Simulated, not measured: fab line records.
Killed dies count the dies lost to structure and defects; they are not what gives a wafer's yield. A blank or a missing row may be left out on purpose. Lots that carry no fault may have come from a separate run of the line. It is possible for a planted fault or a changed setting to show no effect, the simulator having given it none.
fab line records	flow nand_harc
record: lots: 24	wafers: 72	last_day: 34
route steps=1302 shown A_CONTACT@1000
lots that met no fault: from a run of the same line without faults
start_h: hours from the record's opening day to when the first of the lot's shown wafers began	wait_h: how many hours have passed since the lot's step before this one	" the same as in the row above	L1.1+2: a row that stands for several wafers	- no value, or no start given	* or withheld: withheld	< > ~ a bound
route shown NAME@n: names a module that has steps shown in the file, with the first one's number in the route	usual: average and standard deviation across the fault-free wafers	same: alike in all rows	chamber/n: place in a boat	sites: the reading at each site	_std_site: the standard deviation of these	_edge_site: outer sites' mean less inner sites'	radius_mm: how far each site lies from the wafer's centre	mask NAME#n: copy n	behind: the most recent tool/chamber to have shaped the wafer	hold: cause of the lot's hold/its duration in hours/its outcome	device: the transistor (n, p or np) that didn't switch	end of line: tests of these same wafers at the route's end	a step given without rows: its recipe and nothing more	killed: count of dies lost to structure and defects at first sort (not the wafer's yield)	map: dies across one wafer; x = killed, . = not, _ = none there
set.NAME: setting as actually run; set.NAME@STEP: the setting as run at that earlier step	model.NAME: the simulator's own value behind a step, which no gauge read
route steps across a sampled set of lots; one table per step, one row per wafer
services: the hour from which a tool's chamber was out of use, counted from the record's first day as start_h (under 0 if before that day), plus the number of hours and why
== steps ==
step: NHARC_A_CONTACT_DESCUM_47
recipe: time_s: 3	o2_flow_sccm: 200	ar_flow_sccm: 0	bias_power_w: 0	chemistry: O2
usual: drypump_motor_current_A: 5.8/0.42	oes_product_au: 1.002/0.0077	rf_vpp_V: 57.8/0.9	showerhead_plenum_p_Torr: 1.93/0.074	throttle_valve_pct: 11.311/0.0088
same: time_s: 3
lot.wafer	tool	chamber	start_h	wait_h	drypump_motor_current_A	oes_product_au	rf_hours_counter_h	rf_vpp_V	showerhead_plenum_p_Torr	throttle_valve_pct
L074.2	rie_diel-03	2	490.53	0.1	5.9	0.997	3	57.2	1.86	11.310
L074.3	"	3	"	"	6.5	0.995	2	57.9	1.98	11.324
L074.5	"	3	"	"	6.5	0.988	-	57.5	1.98	11.304
L075.2	rie_diel-03	1	507.55	0.1	6.2	0.996	5	57.7	2.00	11.307
L075.4	"	2	"	"	5.9	1.000	6	57.9	1.86	11.327
L075.1	"	3	"	"	6.5	0.995	6	57.5	1.98	11.316
L077.1	rie_diel-04	1	507.76	0.1	5.7	0.987	49	58.3	1.96	11.317
L077.2	"	2	"	"	6.0	1.003	51	57.8	1.94	11.315
L077.5	"	0	"	"	5.6	1.004	-	56.0	1.97	11.306
L076.4	rie_diel-03	0	519.96	0.1	5.3	0.996	6	59.1	1.93	11.313
L076.6	"	3	"	"	6.5	0.984	-	56.9	1.98	11.320
L076.5	"	0	"	"	5.3	0.991	-	57.5	1.93	11.320
L078.1	rie_diel-04	3	526.04	0.1	5.0	1.005	55	56.9	1.86	11.319
L078.3	"	1	"	"	5.7	0.996	57	56.7	1.96	11.308
L078.5	"	0	"	"	5.6	1.014	-	59.3	1.97	11.312
L079.1	rie_diel-11	0	526.54	0.1	5.3	1.009	28	58.5	1.78	11.303
L079.3	"	3	"	"	5.7	1.012	26	59.7	1.98	11.311
L079.5	"	1	"	"	5.7	1.011	-	57.7	1.84	11.313
L080.2	rie_diel-11	3	555.53	0.1	5.7	1.002	39	58.3	1.97	11.292
L080.5	"	1	"	"	5.8	0.993	-	57.0	1.83	11.328
L080.6	"	2	"	"	5.8	0.996	-	58.0	2.07	11.308
L081.1	rie_diel-04	1	562.66	0.1	5.7	1.014	7	58.5	1.95	11.301
L081.4	"	2	"	"	5.9	1.011	6	58.0	1.94	11.307
L081.6	"	3	"	"	5.0	1.007	-	58.1	1.86	11.321
L082.1	rie_diel-03	0	580.75	0.1	5.3	0.986	14	58.0	1.93	11.313
L082.2	"	1	"	"	6.1	1.007	15	56.9	1.99	11.301
L082.5	"	2	"	"	5.9	1.003	-	59.0	1.86	11.326
L084.2	rie_diel-03	2	583.78	0.1	5.9	1.018	17	58.5	1.86	11.301
L084.6	"	2	"	"	5.9	1.019	-	56.1	1.86	11.294
L084.4	"	3	"	"	6.5	1.004	-	58.1	1.98	11.308
L083.3	rie_diel-04	0	584.64	0.1	5.6	1.007	13	57.3	1.97	11.310
L083.4	"	1	"	"	5.7	0.995	14	56.3	1.95	11.301
L083.6	"	3	"	"	4.9	0.996	-	56.9	1.86	11.315
L085.3	rie_diel-03	2	598.51	0.1	5.9	0.998	19	56.5	1.86	11.325
L085.4	"	3	"	"	6.5	0.991	19	56.6	1.98	11.310
L085.6	"	1	"	"	6.1	0.995	-	57.6	1.99	11.315
L086.3	rie_diel-04	3	598.67	0.1	5.0	1.011	19	58.5	1.86	11.323
L086.1	"	0	"	"	5.6	1.015	21	56.3	1.96	11.306
L086.5	"	3	"	"	5.0	1.009	-	58.2	1.86	11.303
L087.2	rie_diel-03	2	607.33	0.1	5.9	1.008	21	59.2	1.86	11.308
L087.1	"	1	"	"	6.2	1.002	21	58.2	1.99	11.309
L087.5	"	3	"	"	6.5	1.004	-	57.9	1.97	11.316
L089.4	rie_diel-03	1	629.36	0.1	6.2	0.998	25	59.6	1.99	11.306
L089.1	"	2	"	"	5.9	0.993	25	57.5	1.86	11.309
L089.3	"	3	"	"	6.5	0.993	25	57.2	1.97	11.317
L088.4	rie_diel-11	3	630.65	0.1	5.7	1.004	2	57.8	1.97	11.303
L088.2	"	0	"	"	5.3	0.995	2	58.4	2.08	11.312
L088.6	"	2	"	"	5.8	0.995	-	59.7	2.06	11.297
L091.2	rie_diel-11	2	646.33	0.1	5.8	1.001	6	58.4	2.06	11.294
L091.3	"	1	"	"	5.7	1.012	6	57.6	1.83	11.291
L091.4	"	2	"	"	5.8	0.998	-	57.8	2.06	11.318
L090.1	rie_diel-04	2	661.39	0.1	6.0	1.011	38	58.6	1.93	11.315
L090.3	"	1	"	"	5.8	1.007	43	58.2	1.94	11.322
L090.6	"	3	"	"	5.0	1.016	-	57.4	1.85	11.326
L095.1	rie_diel-04	3	676.56	0.1	5.0	1.000	44	57.8	1.85	11.303
L095.3	"	0	"	"	5.6	1.004	51	58.0	1.95	11.309
L095.2	"	1	"	"	5.7	0.991	49	57.4	1.94	11.314
L092.3	rie_diel-11	0	680.27	0.1	5.3	1.000	14	57.5	2.07	11.318
L092.4	"	1	"	"	5.8	1.005	16	57.8	1.82	11.302
L092.6	"	1	"	"	5.7	1.001	-	58.5	1.82	11.308
L093.1	rie_diel-03	1	681.04	0.1	6.1	0.998	3	58.8	1.99	11.308
L093.3	"	3	"	"	6.5	0.996	5	59.8	1.97	11.315
L093.5	"	1	"	"	6.1	1.004	-	58.8	1.99	11.309
L094.2	rie_diel-11	3	697.91	0.1	5.7	1.000	27	57.6	1.96	11.317
L094.5	"	0	"	"	5.3	1.010	-	57.7	2.07	11.327
L094.6	"	1	"	"	5.8	1.001	-	56.2	1.82	11.318
L096.2	rie_diel-11	1	725.58	0.1	5.7	1.003	35	56.4	1.82	11.293
L096.5	"	0	"	"	5.3	1.000	-	57.1	2.07	11.303
L096.6	"	1	"	"	5.7	0.997	-	57.6	1.82	11.301
L097.3	rie_diel-03	3	728.00	0.1	6.5	1.005	12	58.5	1.97	11.306
L097.2	"	1	"	"	6.2	1.007	12	58.7	1.98	11.308
L097.6	"	2	"	"	5.9	0.996	-	56.8	1.85	11.317
step: NHARC_A_CONTACT_ETCH_116
recipe: source_w: withheld	pressure_mtorr: 20	bias_v: 3000	time_s: 190	target_depth_a: 18500	ar_flow_sccm: withheld	c4f8_flow_sccm: withheld	o2_flow_sccm: withheld	chemistry: C4F8/O2/Ar
same: time_s: 190
lot.wafer	tool	chamber	start_h	wait_h	rf_hours_counter_h
L074.2	har_cap_etch-01	0	493.27	0.1	125
L074.3	"	0	"	"	-
L074.5	"	0	"	"	-
L075.1	har_cap_etch-02	0	510.24	0.1	86
L075.2	"	1	"	"	86
L075.4	"	0	"	"	-
L077.1	har_cap_etch-03	1	510.48	0.1	46
L077.2	"	0	"	"	46
L077.5	"	1	"	"	-
L076.4	har_cap_etch-01	1	523.06	0.2	-
L076.5	"	0	"	"	-
L076.6	"	1	"	"	-
L078.1	har_cap_etch-03	0	528.74	0.1	50
L078.3	"	0	"	"	-
L078.5	"	0	"	"	-
L079.1	har_cap_etch-02	1	532.05	0.1	92
L079.3	"	1	"	"	-
L079.5	"	1	"	"	-
L080.2	har_cap_etch-02	1	558.20	0.1	97
L080.5	"	1	"	"	-
L080.6	"	0	"	"	-
L081.1	har_cap_etch-03	0	565.37	0.1	57
L081.4	"	1	"	"	-
L081.6	"	0	"	"	-
L082.1	har_cap_etch-01	0	583.44	0.1	9
L082.2	"	1	"	"	9
L082.5	"	0	"	"	-
L084.2	har_cap_etch-03	0	586.89	0.1	61
L084.4	"	1	"	"	-
L084.6	"	1	"	"	-
L083.4	har_cap_etch-02	0	587.37	0.1	-
L083.3	"	1	"	"	-
L083.6	"	0	"	"	-
L085.4	har_cap_etch-01	0	601.28	0.1	-
L085.3	"	1	"	"	-
L085.6	"	0	"	"	-
L086.1	har_cap_etch-03	0	601.72	0.1	65
L086.3	"	0	"	"	-
L086.5	"	1	"	"	-
L087.2	har_cap_etch-03	0	610.04	0.1	68
L087.1	"	1	"	"	68
L087.5	"	1	"	"	-
L089.1	har_cap_etch-03	1	632.11	0.1	72
L089.3	"	0	"	"	-
L089.4	"	1	"	"	-
L088.2	har_cap_etch-01	0	633.48	0.1	20
L088.4	"	0	"	"	-
L088.6	"	1	"	"	-
L091.2	har_cap_etch-01	0	649.44	0.1	22
L091.4	"	1	"	"	-
L091.3	"	0	"	"	-
L090.1	har_cap_etch-01	0	664.38	0.2	25
L090.3	"	1	"	"	-
L090.6	"	1	"	"	-
L095.2	har_cap_etch-01	0	679.25	0.1	27
L095.1	"	1	"	"	27
L095.3	"	0	"	"	-
L092.4	har_cap_etch-02	1	683.05	0.1	-
L092.3	"	0	"	"	-
L092.6	"	0	"	"	-
L093.1	har_cap_etch-03	0	683.78	0.1	81
L093.3	"	1	"	"	-
L093.5	"	1	"	"	-
L094.2	har_cap_etch-02	1	700.59	0.1	122
L094.5	"	1	"	"	-
L094.6	"	0	"	"	-
L096.2	har_cap_etch-02	1	728.32	0.1	126
L096.5	"	0	"	"	-
L096.6	"	1	"	"	-
L097.2	har_cap_etch-03	1	730.70	0.1	87
L097.3	"	1	"	"	-
L097.6	"	1	"	"	-
step: NHARC_A_CONTACT_CD_MEAS_53
usual: cd_nm: 289.5/0.76
lot.wafer	tool	chamber	start_h	wait_h	cd_nm
L074.2	cd_sem-03	-	495.63	-	289.8
L074.3	"	-	"	"	290.7
L074.5	"	-	"	"	289.9
L075.1	cd_sem-03	-	512.67	-	289.6
L075.2	"	-	"	"	289.5
L075.4	"	-	"	"	289.8
L077.1	cd_sem-03	-	512.88	-	289.4
L077.2	"	-	"	"	289.0
L077.5	"	-	"	"	289.6
L076.4	cd_sem-01	-	526.13	-	289.8
L076.5	"	-	"	"	289.0
L076.6	"	-	"	"	289.3
L078.1	cd_sem-03	-	531.13	-	289.8
L078.3	"	-	"	"	289.9
L078.5	"	-	"	"	290.1
L079.1	cd_sem-03	-	534.59	-	288.7
L079.3	"	-	"	"	288.9
L079.5	"	-	"	"	288.9
L080.2	cd_sem-03	-	560.59	-	289.7
L080.5	"	-	"	"	289.8
L080.6	"	-	"	"	289.7
L081.1	cd_sem-03	-	567.77	-	290.3
L081.4	"	-	"	"	290.1
L081.6	"	-	"	"	290.6
L082.1	cd_sem-01	-	585.83	-	287.7
L082.2	"	-	"	"	288.2
L082.5	"	-	"	"	288.7
L084.2	cd_sem-03	-	589.25	-	288.9
L084.4	"	-	"	"	288.9
L084.6	"	-	"	"	288.8
L083.3	cd_sem-03	-	590.66	-	290.8
L083.4	"	-	"	"	290.8
L083.6	"	-	"	"	290.9
L085.3	cd_sem-02	-	603.63	-	289.3
L085.4	"	-	"	"	289.5
L085.6	"	-	"	"	289.2
L086.1	cd_sem-01	-	604.09	-	290.2
L086.3	"	-	"	"	289.8
L086.5	"	-	"	"	290.4
L087.1	cd_sem-01	-	612.43	-	289.9
L087.2	"	-	"	"	289.8
L087.5	"	-	"	"	289.9
L089.1	cd_sem-01	-	634.47	-	289.0
L089.3	"	-	"	"	288.7
L089.4	"	-	"	"	289.2
L088.2	cd_sem-01	-	635.88	-	289.7
L088.4	"	-	"	"	290.1
L088.6	"	-	"	"	289.9
L091.2	cd_sem-02	-	651.82	-	288.5
L091.3	"	-	"	"	288.4
L091.4	"	-	"	"	288.5
L090.1	cd_sem-03	-	667.35	-	290.5
L090.3	"	-	"	"	290.5
L090.6	"	-	"	"	289.9
L095.1	cd_sem-02	-	681.68	-	289.9
L095.2	"	-	"	"	290.1
L095.3	"	-	"	"	290.1
L092.3	cd_sem-02	-	685.45	-	288.7
L092.4	"	-	"	"	288.5
L092.6	"	-	"	"	289.3
L093.1	cd_sem-01	-	686.14	-	290.3
L093.3	"	-	"	"	290.6
L093.5	"	-	"	"	289.8
L094.2	cd_sem-03	-	702.98	-	290.0
L094.5	"	-	"	"	289.8
L094.6	"	-	"	"	290.2
L096.2	cd_sem-03	-	730.68	-	288.9
L096.5	"	-	"	"	288.1
L096.6	"	-	"	"	288.9
L097.2	cd_sem-03	-	733.09	-	288.2
L097.3	"	-	"	"	288.2
L097.6	"	-	"	"	288.0
step: NHARC_A_CONTACT_CD_MEAS_69
recipe: target_cd_nm: 300	landing_energy_ev: 500
usual: cd_nm: 300.1/0.39
lot.wafer	tool	chamber	start_h	wait_h	cd_nm
L074.2	cd_sem-03	0	500.59	-	300.6
L074.3	"	0	"	"	300.7
L074.5	"	0	"	"	300.4
L075.1	cd_sem-03	0	520.23	-	300.0
L075.2	"	0	"	"	300.3
L075.4	"	0	"	"	300.3
L077.1	cd_sem-03	0	520.40	-	301.1
L077.2	"	0	"	"	300.4
L077.5	"	0	"	"	300.1
L076.4	cd_sem-02	0	533.89	-	299.5
L076.5	"	0	"	"	299.6
L076.6	"	0	"	"	299.9
L078.1	cd_sem-01	0	536.95	-	300.3
L078.3	"	0	"	"	300.6
L078.5	"	0	"	"	300.1
L079.1	cd_sem-01	0	540.27	-	300.2
L079.3	"	0	"	"	300.5
L079.5	"	0	"	"	299.8
L080.2	cd_sem-02	0	566.58	-	299.9
L080.5	"	0	"	"	300.8
L080.6	"	0	"	"	299.8
L081.1	cd_sem-01	0	574.31	-	299.2
L081.4	"	0	"	"	299.9
L081.6	"	0	"	"	300.2
L082.1	cd_sem-01	0	590.86	-	299.8
L082.2	"	0	"	"	300.1
L082.5	"	0	"	"	299.6
L084.2	cd_sem-03	0	594.04	-	299.9
L084.4	"	0	"	"	299.7
L084.6	"	0	"	"	300.1
L083.3	cd_sem-02	0	595.64	-	300.1
L083.4	"	0	"	"	300.2
L083.6	"	0	"	"	300.5
L085.3	cd_sem-01	0	609.30	-	300.4
L085.4	"	0	"	"	300.0
L085.6	"	0	"	"	300.7
L086.1	cd_sem-02	0	610.49	-	299.5
L086.3	"	0	"	"	299.7
L086.5	"	0	"	"	299.8
L087.1	cd_sem-03	0	619.16	-	300.1
L087.2	"	0	"	"	299.8
L087.5	"	0	"	"	299.7
L089.1	cd_sem-03	0	640.55	-	299.2
L089.3	"	0	"	"	299.6
L089.4	"	0	"	"	300.2
L088.2	cd_sem-03	0	642.06	-	300.3
L088.4	"	0	"	"	300.3
L088.6	"	0	"	"	300.3
L091.2	cd_sem-03	0	656.73	-	299.4
L091.3	"	0	"	"	299.9
L091.4	"	0	"	"	299.6
L090.1	cd_sem-03	0	672.27	-	299.7
L090.3	"	0	"	"	299.7
L090.6	"	0	"	"	300.3
L095.1	cd_sem-02	0	690.78	-	300.3
L095.2	"	0	"	"	299.8
L095.3	"	0	"	"	300.5
L092.3	cd_sem-03	0	692.18	-	300.1
L092.4	"	0	"	"	300.4
L092.6	"	0	"	"	299.8
L093.1	cd_sem-03	0	693.44	-	300.5
L093.3	"	0	"	"	300.4
L093.5	"	0	"	"	299.9
L094.2	cd_sem-01	0	707.86	-	300.3
L094.5	"	0	"	"	301.0
L094.6	"	0	"	"	300.3
L096.2	cd_sem-01	0	737.08	-	299.6
L096.5	"	0	"	"	300.0
L096.6	"	0	"	"	299.5
L097.2	cd_sem-02	0	739.42	-	300.0
L097.3	"	0	"	"	299.6
L097.6	"	0	"	"	300.0
step: NHARC_A_CONTACT_ETCH_78
recipe: target_depth_a: 53000	over_etch_frac: 0.3	time_s: 1378	ion_energy_ev: 150	o2_flow_sccm: 400	cos_flow_sccm: 20	ar_flow_sccm: 0	rf_w: 500	bias_w: 300	chemistry: O2/COS
usual: drypump_motor_current_A: 5.8/0.42	oes_product_au: 1.003/0.0075	rf_vpp_V: 314.6/1.8	showerhead_plenum_p_Torr: 3.16/0.11	throttle_valve_pct: 28.332/0.01
same: time_s: 1378
lot.wafer	tool	chamber	start_h	wait_h	drypump_motor_current_A	oes_product_au	rf_hours_counter_h	rf_vpp_V	showerhead_plenum_p_Torr	throttle_valve_pct
L074.3	rie_diel-03	3	-	-	6.4	0.994	5	314.7	3.22	28.351
L074.2	"	1	"	"	6.1	0.993	5	315.8	3.25	28.339
L074.5	"	3	"	"	6.5	0.994	-	316.1	3.22	28.335
L075.2	rie_diel-04	0	-	-	5.6	1.007	52	313.3	3.21	28.326
L075.1	"	3	"	"	5.0	1.008	54	314.1	3.05	28.310
L075.4	"	3	"	"	5.0	0.996	-	312.5	3.05	28.340
L077.2	rie_diel-11	3	-	-	5.7	1.008	24	315.8	3.22	28.335
L077.1	"	0	"	"	5.3	1.017	27	310.6	2.91	28.325
L077.5	"	2	"	"	5.8	1.002	-	318.2	3.36	28.336
L076.4	rie_diel-03	1	-	-	6.1	1.010	9	315.1	3.25	28.339
L076.5	"	2	"	"	5.9	1.013	-	312.8	3.04	28.336
L076.6	"	3	"	"	6.5	0.997	-	315.8	3.22	28.362
L078.1	rie_diel-03	3	-	-	6.5	1.008	11	315.8	3.22	28.327
L078.3	"	0	"	"	5.3	1.000	9	313.9	3.15	28.323
L078.5	"	3	"	"	6.5	0.988	-	315.9	3.22	28.311
L079.1	rie_diel-03	0	-	-	5.3	0.997	10	313.5	3.15	28.347
L079.3	"	2	"	"	5.9	1.006	12	313.5	3.04	28.337
L079.5	"	0	"	"	5.3	0.993	-	314.7	3.15	28.325
L080.2	rie_diel-11	0	-	-	5.3	0.999	47	311.2	2.90	28.328
L080.5	"	2	"	"	5.8	0.997	-	316.2	3.35	28.332
L080.6	"	3	"	"	5.7	1.009	-	316.4	3.21	28.324
L081.4	rie_diel-11	1	-	-	5.8	1.014	45	311.4	2.99	28.313
L081.1	"	3	"	"	5.7	1.018	45	316.2	3.21	28.331
L081.6	"	1	"	"	5.8	1.006	-	311.3	2.99	28.334
L082.2	rie_diel-11	1	-	-	5.7	1.006	52	312.3	2.99	28.323
L082.1	"	2	"	"	5.8	1.003	43	316.4	3.35	28.323
L082.5	"	2	"	"	5.8	0.996	-	317.4	3.35	28.347
L084.4	rie_diel-03	1	-	-	6.1	1.005	18	315.6	3.24	28.330
L084.2	"	3	"	"	6.5	1.010	19	316.0	3.22	28.333
L084.6	"	0	"	"	5.3	1.011	-	314.6	3.14	28.349
L083.3	rie_diel-11	0	-	-	5.4	0.992	61	312.5	2.90	28.344
L083.4	"	0	"	"	5.4	1.008	-	311.6	2.89	28.337
L083.6	"	2	"	"	5.8	0.994	-	317.7	3.35	28.347
L085.3	rie_diel-04	0	-	-	5.6	0.999	26	314.1	3.20	28.327
L085.4	"	2	"	"	6.0	0.995	22	313.4	3.15	28.322
L085.6	"	1	"	"	5.7	0.992	-	315.4	3.17	28.346
L086.3	rie_diel-03	3	-	-	6.5	1.002	23	315.3	3.22	28.314
L086.1	"	0	"	"	5.3	1.003	21	314.8	3.14	28.349
L086.5	"	3	"	"	6.5	1.003	-	316.3	3.22	28.328
L087.2	rie_diel-03	1	-	-	6.2	0.994	23	316.5	3.24	28.330
L087.1	"	2	"	"	5.9	1.004	23	314.9	3.04	28.331
L087.5	"	2	"	"	5.9	1.000	-	314.0	3.04	28.329
L089.4	rie_diel-04	3	-	-	5.0	1.018	36	312.9	3.03	28.310
L089.3	"	0	"	"	5.6	1.003	40	313.9	3.19	28.326
L089.1	"	1	"	"	5.7	1.007	38	315.2	3.17	28.334
L088.2	rie_diel-04	2	-	-	5.9	0.993	34	315.4	3.15	28.330
L088.4	"	3	"	"	5.0	1.019	37	313.5	3.03	28.326
L088.6	"	2	"	"	5.9	1.001	-	315.8	3.15	28.323
L091.3	rie_diel-03	3	-	-	6.5	1.002	2	315.1	3.21	28.339
L091.4	"	0	"	"	5.3	0.997	1	313.9	3.14	28.331
L091.2	"	1	"	"	6.2	1.007	1	316.2	3.24	28.345
L090.1	rie_diel-03	3	-	-	6.5	1.003	4	315.5	3.21	28.323
L090.3	"	1	"	"	6.2	1.004	3	315.2	3.24	28.336
L090.6	"	3	"	"	6.5	0.996	-	315.9	3.21	28.352
L095.3	rie_diel-03	0	-	-	5.3	1.001	5	315.3	3.14	28.327
L095.1	"	1	"	"	6.1	1.005	5	316.3	3.24	28.344
L095.2	"	3	"	"	6.5	0.991	7	316.0	3.21	28.320
L092.4	rie_diel-03	0	-	-	5.3	0.997	6	314.6	3.14	28.344
L092.3	"	1	"	"	6.1	0.997	6	314.8	3.24	28.330
L092.6	"	0	"	"	5.3	0.999	-	313.7	3.14	28.341
L093.3	rie_diel-04	3	-	-	5.0	1.010	50	311.6	3.02	28.333
L093.1	"	0	"	"	5.6	1.007	60	315.8	3.18	28.334
L093.5	"	2	"	"	5.9	0.998	-	314.9	3.14	28.320
L094.2	rie_diel-03	2	-	-	5.9	1.011	10	311.3	3.03	28.320
L094.6	"	1	"	"	6.1	1.010	-	315.8	3.23	28.327
L094.5	"	2	"	"	5.9	1.017	-	312.5	3.03	28.318
L096.2	rie_diel-11	2	-	-	5.8	1.002	39	318.4	3.33	28.336
L096.5	"	2	"	"	5.8	1.009	-	316.7	3.33	28.340
L096.6	"	0	"	"	5.4	1.007	-	317.2	3.35	28.332
L097.2	rie_diel-04	1	-	-	5.7	1.007	8	314.9	3.15	28.344
L097.3	"	3	"	"	5.0	1.007	6	310.7	3.02	28.324
L097.6	"	0	"	"	5.6	1.000	-	316.5	3.17	28.328
step: NHARC_A_CONTACT_ETCH_125
recipe: source_w: withheld	pressure_mtorr: 20	bias_v: 3000	time_s: 197	target_depth_a: 19180	ar_flow_sccm: withheld	c4f8_flow_sccm: withheld	o2_flow_sccm: withheld	chemistry: C4F8/O2/Ar
same: time_s: 197
lot.wafer	tool	chamber	start_h	wait_h	rf_hours_counter_h
L074.2	har_cap_etch-03	0	502.51	0.2	44
L074.3	"	1	"	"	-
L074.5	"	1	"	"	-
L077.2	har_cap_etch-03	0	522.33	0.2	48
L077.1	"	1	"	"	48
L077.5	"	0	"	"	-
L075.2	har_cap_etch-02	0	522.47	0.2	89
L075.1	"	1	"	"	89
L075.4	"	1	"	"	-
L076.4	har_cap_etch-02	1	535.94	0.2	-
L076.6	"	1	"	"	-
L076.5	"	0	"	"	-
L078.1	har_cap_etch-03	0	538.93	0.2	53
L078.3	"	0	"	"	-
L078.5	"	1	"	"	-
L079.1	har_cap_etch-01	0	542.64	0.2	4
L079.3	"	0	"	"	-
L079.5	"	0	"	"	-
L080.2	har_cap_etch-01	1	568.54	0.2	7
L080.6	"	0	"	"	-
L080.5	"	1	"	"	-
L081.1	har_cap_etch-03	0	576.38	0.2	59
L081.4	"	1	"	"	-
L081.6	"	1	"	"	-
L082.1	har_cap_etch-01	0	592.87	0.2	11
L082.2	"	1	"	"	11
L082.5	"	1	"	"	-
L084.2	har_cap_etch-03	0	595.99	0.2	63
L084.4	"	0	"	"	-
L084.6	"	0	"	"	-
L083.4	har_cap_etch-02	1	598.05	0.2	-
L083.3	"	0	"	"	-
L083.6	"	1	"	"	-
L085.3	har_cap_etch-02	1	611.39	0.2	-
L085.4	"	0	"	"	-
L085.6	"	1	"	"	-
L086.1	har_cap_etch-01	1	612.42	0.2	16
L086.3	"	0	"	"	-
L086.5	"	0	"	"	-
L087.2	har_cap_etch-03	0	621.08	0.2	69
L087.1	"	1	"	"	69
L087.5	"	1	"	"	-
L089.1	har_cap_etch-03	0	642.48	0.2	73
L089.4	"	0	"	"	-
L089.3	"	1	"	"	-
L088.2	har_cap_etch-02	0	644.02	0.2	113
L088.4	"	1	"	"	-
L088.6	"	0	"	"	-
L091.2	har_cap_etch-03	1	658.68	0.2	76
L091.4	"	0	"	"	-
L091.3	"	1	"	"	-
L090.1	har_cap_etch-03	1	674.22	0.2	78
L090.3	"	1	"	"	-
L090.6	"	0	"	"	-
L095.2	har_cap_etch-02	0	692.70	0.2	119
L095.1	"	1	"	"	119
L095.3	"	0	"	"	-
L092.3	har_cap_etch-01	1	694.56	0.2	-
L092.4	"	0	"	"	-
L092.6	"	1	"	"	-
L093.1	har_cap_etch-03	0	695.36	0.2	82
L093.3	"	1	"	"	-
L093.5	"	1	"	"	-
L094.2	har_cap_etch-02	1	709.81	0.2	123
L094.5	"	0	"	"	-
L094.6	"	1	"	"	-
L096.2	har_cap_etch-03	0	739.23	0.2	89
L096.6	"	1	"	"	-
L096.5	"	0	"	"	-
L097.2	har_cap_etch-01	0	741.50	0.2	39
L097.3	"	1	"	"	-
L097.6	"	0	"	"	-
== services ==
tool	chamber	start_h	hours	kind
rie_diel-03	0	467.30	-	clean
rie_diel-03	1	467.30	-	clean
rie_diel-03	2	467.30	-	clean
rie_diel-03	3	467.30	-	clean
rie_diel-11	3	472.03	2.5	repair
rie_diel-11	2	475.80	1.7	repair
rie_diel-11	1	479.93	1.9	repair
rie_diel-03	0	492.42	-	clean
rie_diel-03	1	492.42	-	clean
har_cap_etch-01	-	497.00	17.0	pm
rie_diel-11	2	499.34	4.3	repair
har_cap_etch-02	-	521.66	0.2	repair
har_cap_etch-01	-	531.32	0.4	repair
rie_diel-04	-	531.90	9.0	pm
har_cap_etch-01	-	536.09	5.5	repair
rie_diel-03	0	583.13	5.1	repair
rie_diel-11	1	593.13	14.8	repair
rie_diel-11	-	612.05	9.0	pm
rie_diel-11	3	632.52	1.7	repair
rie_diel-03	-	635.30	9.0	pm
rie_diel-04	-	708.90	9.0	pm
rie_diel-11	2	714.40	3.5	repair
rie_diel-03	0	718.40	1.2	repair
har_cap_etch-02	-	719.74	0.1	repair
== key ==
fault none
